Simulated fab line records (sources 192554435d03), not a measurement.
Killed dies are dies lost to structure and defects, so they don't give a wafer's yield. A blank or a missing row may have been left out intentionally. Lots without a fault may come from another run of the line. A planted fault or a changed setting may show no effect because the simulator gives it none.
Matching of chambers -- flow n5_finfet -- N5_BEOL_M0_ETCH_128 on rie_diel-04 has 4 sister chambers
The step etches SiCN in CF4/N2, target depth 12 nm, overetch 5.1 nm, time 21.4 s. 24 wafers are shown with their chamber, then 12 later ones without.

## EACH WAFER AND ITS CHAMBER
wafer,chamber,showerhead_plenum_p_Torr (Torr),drypump_motor_current_A (A),throttle_valve_pct (%)
L074.2,3,2.24,5.6,15.34
L074.3,1,2.17,5.4,15.28
L074.4,2,2.25,5.4,15.36
L077.4,0,2.18,5.7,15.60
L077.5,2,2.24,5.4,15.37
L077.6,1,2.17,5.4,15.28
L080.2,2,2.24,5.4,15.39
L080.3,1,2.17,5.4,15.30
L080.6,1,2.17,5.4,15.30
L083.2,2,2.24,5.4,15.39
L083.3,1,2.16,5.4,15.31
L083.6,3,2.24,5.6,15.36
L082.2,0,2.18,5.7,15.62
L082.4,2,2.24,5.4,15.40
L082.5,2,2.24,5.4,15.40
L085.1,2,2.24,5.4,15.39
L085.2,0,2.18,5.8,15.63
L085.3,1,2.16,5.4,15.31
L086.4,3,2.24,5.6,15.38
L086.5,1,2.16,5.4,15.33
L086.6,2,2.24,5.4,15.41
L087.2,1,2.16,5.4,15.33
L087.4,2,2.24,5.4,15.40
L087.5,0,2.18,5.7,15.65

SIGNATURES (averages over the wafers above)
reading,chamber 0,chamber 1,chamber 2,chamber 3,scatter within a chamber
showerhead_plenum_p_Torr,2.1800,2.1650,2.2411,2.2400,0.0038
drypump_motor_current_A,5.725,5.400,5.400,5.600,0.0194
throttle_valve_pct,15.6250,15.3050,15.3900,15.3600,0.0183
Rule: for each reading, subtract the chamber's mean from the wafer's reading, divide by that reading's scatter and square the result; add these up over the readings and take the root, which gives the wafer's distance from the chamber. The wafer belongs to the nearest chamber; if the next one is less than 2 further off, it can't be placed. The scatter: take each reading less its chamber's mean, square it, sum over the shown wafers, divide by the number of wafers less the number of chambers, and take the root.

## WAFERS WHOSE CHAMBER IS MISSING
wafer,showerhead_plenum_p_Torr (Torr),drypump_motor_current_A (A),throttle_valve_pct (%)
L088.2,2.24,5.6,15.38
L088.3,2.16,5.4,15.32
L088.5,2.18,5.8,15.65
L091.1,2.23,5.6,15.39
L091.3,2.23,5.4,15.41
L091.6,2.23,5.6,15.39
L093.1,2.23,5.6,15.43
L093.3,2.23,5.4,15.43
L093.6,2.23,5.4,15.45
L095.2,2.23,5.6,15.41
L095.3,2.23,5.4,15.44
L095.6,2.23,5.4,15.46

## CHAMBER TAKEN BY EACH
wafer,from the rows above,in truth
L088.2,3,3
L088.3,1,1
L088.5,0,0
L091.1,3,3
L091.3,2,2
L091.6,3,3
L093.1,3,3
L093.3,2,2
L093.6,2,2
L095.2,3,3
L095.3,2,2
L095.6,2,2
Placed correctly: 12 of 12. Left unplaced by these rows: 0. Placed wrongly: 0.
